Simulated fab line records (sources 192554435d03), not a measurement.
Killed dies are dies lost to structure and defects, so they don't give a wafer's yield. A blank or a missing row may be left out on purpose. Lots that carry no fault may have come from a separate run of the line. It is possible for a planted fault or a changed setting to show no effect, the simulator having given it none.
Which of the tools did it? ; flow n5-finfet ; 27 wafers from 9 lots sampled at 6 of the route's 1938 steps

== WHAT THE GAUGES READ, wafer by wafer ==
N5_BEOL_M4_CD_MEAS_28: target cd 26.2 nm, target cd y 24.1 nm. Usual: cd-nm 26.23 nm, standard deviation 0.23.
lot;measured;on;cd-nm (nm);flag
L133;day 7 12:19;cd-sem-01;26.29 26.44 26.50;
L139;day 9 02:51;cd-sem-02;26.22 25.90 25.48;
L138;day 9 03:24;cd-sem-02;26.18 26.75 26.42;
L141;day 9 21:51;cd-sem-02;26.34 26.17 26.06;
L143;day 10 02:52;cd-sem-02;26.09 26.40 26.34;
L145;day 10 15:22;cd-sem-01;23.05 11.26 8.58;OFF
L152;day 12 16:34;cd-sem-01;26.38 26.42 26.28;
L153;day 13 03:59;cd-sem-03;26.57 26.17 26.07;
L155;day 13 17:47;cd-sem-01;26.03 25.85 26.16;

N5_BEOL_M4_RC_MEAS_101. Usual: DIBL_N 37.0 mV/V, standard deviation 2.3; DIBL_P 37.3 mV/V, standard deviation 2.8; IOFF_N 0.17 nA/um, standard deviation 0.046; IOFF_P 0.23 nA/um, standard deviation 0.054; ION_N 675 uA/um, standard deviation 14; ION_P 460 uA/um, standard deviation 9.3; SS_N 71.7 mV/dec, standard deviation 0.73; SS_P 73.6 mV/dec, standard deviation 0.95; VT_N 249 mV, standard deviation 3.9; VT_P -250 mV, standard deviation 3.9.
lot;measured;on;DIBL_N (mV/V);DIBL_P (mV/V);IOFF_N (nA/um);IOFF_P (nA/um);ION_N (uA/um);ION_P (uA/um);SS_N (mV/dec);SS_P (mV/dec);VT_N (mV);VT_P (mV);flag
L133;day 7 23:18;prober-02;40.3 37.1 43.8;40.9 35.4 44.8;0.23 0.15 0.36;0.31 0.21 0.42;680 676 712;471 464 478;72.2 71.3 73.7;74.8 73.7 76.2;243 251 240;-246 -251 -243;
L139;day 9 08:11;prober-02;35.3 38.5 39.3;36.6 39.5 40.8;0.15 0.22 0.23;0.19 0.25 0.27;670 703 706;458 474 471;71.4 72.1 72.3;73.1 73.8 74.8;253 245 248;-255 -251 -249;
L138;day 9 09:13;prober-01;36.5 34.8 40.1;38.2 36.0 43.2;0.19 0.14 0.28;0.25 0.21 0.37;691 653 701;469 455 483;72.1 71.9 72.7;73.1 71.4 74.5;246 251 242;-247 -248 -242;
L141;day 10 05:55;prober-01;38.9 37.5 38.8;41.4 38.2 40.7;0.20 0.16 0.21;0.29 0.23 0.28;679 682 691;467 470 474;71.3 72.1 72.2;74.8 74.1 74.7;248 249 248;-246 -250 -246;
L143;day 10 09:41;prober-01;34.9 34.1 34.6;32.9 32.0 33.9;0.14 0.11 0.12;0.19 0.18 0.20;681 654 669;474 455 466;71.4 71.5 71.9;73.1 72.2 72.5;250 257 254;-248 -250 -250;
L152;day 13 00:56;prober-02;36.2 37.1 35.3;33.2 35.2 33.1;0.15 0.17 0.13;0.18 0.21 0.18;670 676 677;456 454 466;71.6 71.7 70.6;72.5 72.8 73.1;253 250 252;-253 -253 -250;
L153;day 13 14:05;prober-01;38.3 36.8 37.2;39.4 38.0 38.0;0.20 0.17 0.18;0.24 0.21 0.22;673 671 666;456 455 455;71.8 72.3 71.8;73.6 72.9 73.7;247 250 248;-251 -252 -250;
L155;day 14 07:43;prober-02;37.7 40.0 35.8;38.9 40.9 37.0;0.19 0.24 0.15;0.28 0.30 0.23;670 696 677;460 474 471;72.9 73.1 71.6;73.9 74.6 73.2;249 244 250;-247 -245 -248;

== WHICH TOOL RAN EACH LOT (tool, then ch and the chambers of the sampled wafers, then the start) ==
lot;N5_BEOL_M4_STRIP_19;N5_BEOL_M4_EXPOSE_25;N5_BEOL_M4_ETCH_69;N5_BEOL_M4_ALD_98
L133;rie-diel-01 ch 0,1, day 7 11:56;euv-scanner-01 ch 0, day 7 12:12;rie-diel-05 ch 0,2,3, day 7 12:31;ald-sin-02 ch 2,3, day 7 12:35
L139;rie-diel-05 ch 0,1,3, day 9 02:19;euv-scanner-02 ch 0, day 9 02:42;rie-diel-01 ch 1,2, day 9 03:16;ald-sin-04 ch 0,2,3, day 9 03:43
L138;rie-diel-01 ch 0,1,2, day 9 02:53;euv-scanner-01 ch 0, day 9 03:15;rie-diel-05 ch 0,2,3, day 9 03:36;ald-sin-04 ch 0,1,3, day 9 03:48
L141;rie-diel-01 ch 1,2,3, day 9 21:19;euv-scanner-02 ch 0, day 9 21:43;rie-diel-01 ch 1,2,3, day 9 22:05;ald-sin-04 ch 0,1,2, day 9 22:25
L143;rie-diel-05 ch 0,2,3, day 10 02:22;euv-scanner-01 ch 0, day 10 02:44;rie-diel-05 ch 0,3, day 10 03:02;ald-sin-04 ch 0,2,3, day 10 03:26
L145;rie-diel-05 ch 1,2, day 10 14:57;euv-scanner-01 ch 0, day 10 15:13;rie-diel-01 ch 0,1,3, day 10 15:42;ald-sin-02 ch 0,1,3, day 10 15:50
L152;rie-diel-05 ch 0,1,3, day 12 16:10;euv-scanner-02 ch 0, day 12 16:25;rie-diel-05 ch 0,2,3, day 12 16:44;ald-sin-01 ch 1,3, day 12 17:20
L153;rie-diel-01 ch 1,3, day 13 03:34;euv-scanner-02 ch 0, day 13 03:52;rie-diel-03 ch 0,2,3, day 13 04:10;ald-sin-04 ch 1,3, day 13 04:16
L155;rie-diel-05 ch 0,2,3, day 13 17:16;euv-scanner-02 ch 0, day 13 17:38;rie-diel-05 ch 0,1,2, day 13 17:58;ald-sin-04 ch 1,2,3, day 13 18:02
- N5_BEOL_M4_STRIP_19: strips in O2.
- N5_BEOL_M4_EXPOSE_25: exposes mask V3, defocus 5 nm.
- N5_BEOL_M4_ETCH_69: etches SiARC in CF4, target depth 15.6 nm, time 26 s.
- N5_BEOL_M4_ALD_98: deposits SiO2, target thk 2.5 nm, pulse time 1 s, co reactant pulse time 1 s.

== WHAT THE TOOLS THEMSELVES READ (means of the sampled wafers that have a number; where no wafer has one, the mark that the record gives instead) ==
N5_BEOL_M4_STRIP_19. Usual: drypump-motor-current-A 5.6 A, standard deviation 0.46; oes-product-au 0.75 a.u., standard deviation 0.093; rf-vpp-V 3.6 V, standard deviation 0.51; showerhead-plenum-p-Torr 2.11 Torr, standard deviation 0.08; throttle-valve-pct 16.65 %, standard deviation 0.27.
lot;tool;drypump-motor-current-A (A);oes-product-au (a.u.);rf-vpp-V (V);showerhead-plenum-p-Torr (Torr);throttle-valve-pct (%);flag
L133;rie-diel-01;5.9;0.71;4.2;2.19;16.84;
L139;rie-diel-05;5.1;0.70;3.3;2.11;16.69;
L138;rie-diel-01;5.8;0.76;3.8;2.21;16.70;
L141;rie-diel-01;5.7;0.83;3.9;2.17;16.52;
L143;rie-diel-05;5.4;0.69;3.2;2.07;16.70;
L145;rie-diel-05;5.7;0.69;3.1;2.05;16.92;
L152;rie-diel-05;5.1;0.68;3.8;2.10;16.72;
L153;rie-diel-01;5.8;0.73;4.0;2.13;16.74;
L155;rie-diel-05;5.4;0.68;3.7;2.06;16.74;

N5_BEOL_M4_EXPOSE_25. Usual: exposure-dose-mJ-cm2 62.82, standard deviation 0.057.
lot;tool;exposure-dose-mJ-cm2;flag
L133;euv-scanner-01;62.82;
L139;euv-scanner-02;62.88;
L138;euv-scanner-01;62.82;
L141;euv-scanner-02;62.87;
L143;euv-scanner-01;62.75;
L145;euv-scanner-01;69.29;OFF
L152;euv-scanner-02;62.78;
L153;euv-scanner-02;62.72;
L155;euv-scanner-02;62.78;

N5_BEOL_M4_ETCH_69. Usual: drypump-motor-current-A 5.5 A, standard deviation 0.52; etch-rf-on-time-s 26.2 s, standard deviation 0.96; oes-product-au 0.65 a.u., standard deviation 0.076; rf-vpp-V 184.1 V, standard deviation 1.2; showerhead-plenum-p-Torr 2.14 Torr, standard deviation 0.075; throttle-valve-pct 15.58 %, standard deviation 0.25.
lot;tool;drypump-motor-current-A (A);etch-rf-on-time-s (s);oes-product-au (a.u.);rf-vpp-V (V);showerhead-plenum-p-Torr (Torr);throttle-valve-pct (%);flag
L133;rie-diel-05;5.4;26.1;0.61;184.6;2.14;15.67;
L139;rie-diel-01;5.8;25.9;0.66;184.5;2.23;15.56;
L138;rie-diel-05;5.4;26.2;0.60;184.0;2.13;15.68;
L141;rie-diel-01;5.7;26.3;0.71;185.4;2.19;15.40;
L143;rie-diel-05;5.1;26.7;0.59;183.6;2.15;15.57;
L145;rie-diel-01;5.9;26.8;0.64;185.2;2.16;15.56;
L152;rie-diel-05;5.4;26.2;0.59;184.8;2.12;15.74;
L153;rie-diel-03;5.4;26.0;0.70;183.6;2.14;15.53;
L155;rie-diel-05;5.6;26.6;0.58;183.5;2.08;15.77;

N5_BEOL_M4_ALD_98. Usual: heater-power-w 79 W, standard deviation 8; precursor-pulse-height-rel 0.999, standard deviation 0.02.
lot;tool;heater-power-w (W);precursor-pulse-height-rel;flag
L133;ald-sin-02;75;1.008;
L139;ald-sin-04;79;0.978;
L138;ald-sin-04;82;1.004;
L141;ald-sin-04;76;1.017;
L143;ald-sin-04;81;0.984;
L145;ald-sin-02;79;1.025;
L152;ald-sin-01;76;1.000;
L153;ald-sin-04;89;1.003;
L155;ald-sin-04;81;0.975;

== THE ANSWER, worked out from the rows above alone ==
Rule: lot off if the mean of its wafers having a number is beyond 3 standard deviations from the usual mean. A lot without any number at a reading at which 4 lots or more have one is off too. The other lots that the step has rows for count as sound. The gauges are gone through in route order, then the tools' own readings, and for those a lot's mean is taken as printed above. The first step at which some lot is off is used, and at that step the reading that is off furthest; a lot without a number counts as furthest.
Off, at N5_BEOL_M4_CD_MEAS_28 on cd-nm: L145.
If a tool, at a process step before that reading, ran all the lots that are off and no sound lot after the first of them, it fits. Not tried: the gauges at N5_BEOL_M4_CD_MEAS_28; whatever is off there is also off at N5_BEOL_M4_EXPOSE_25, on other tools, and gauge error can't account for it. One fits: N5_BEOL_M4_EXPOSE_25 on euv-scanner-01. Its last sound lot is L143 (day 10 02:44), its first lot that is off L145 (day 10 15:13): a fault that began between those two fits.
On the lots that are off, the tool's own readings at N5_BEOL_M4_EXPOSE_25 differ by more than 5 times the standard deviation of the sound lots' means, which bears it out; exposure-dose-mJ-cm2 reads 69.29 there versus 62.80 on the sound lots.

== WHAT THE SIMULATOR HAD PUT IN ==
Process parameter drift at N5_BEOL_M4_EXPOSE_25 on euv-scanner-01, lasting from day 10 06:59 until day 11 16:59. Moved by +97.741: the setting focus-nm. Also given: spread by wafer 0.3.
Struck lots among those shown: L145. The rule given above showed the same thing.
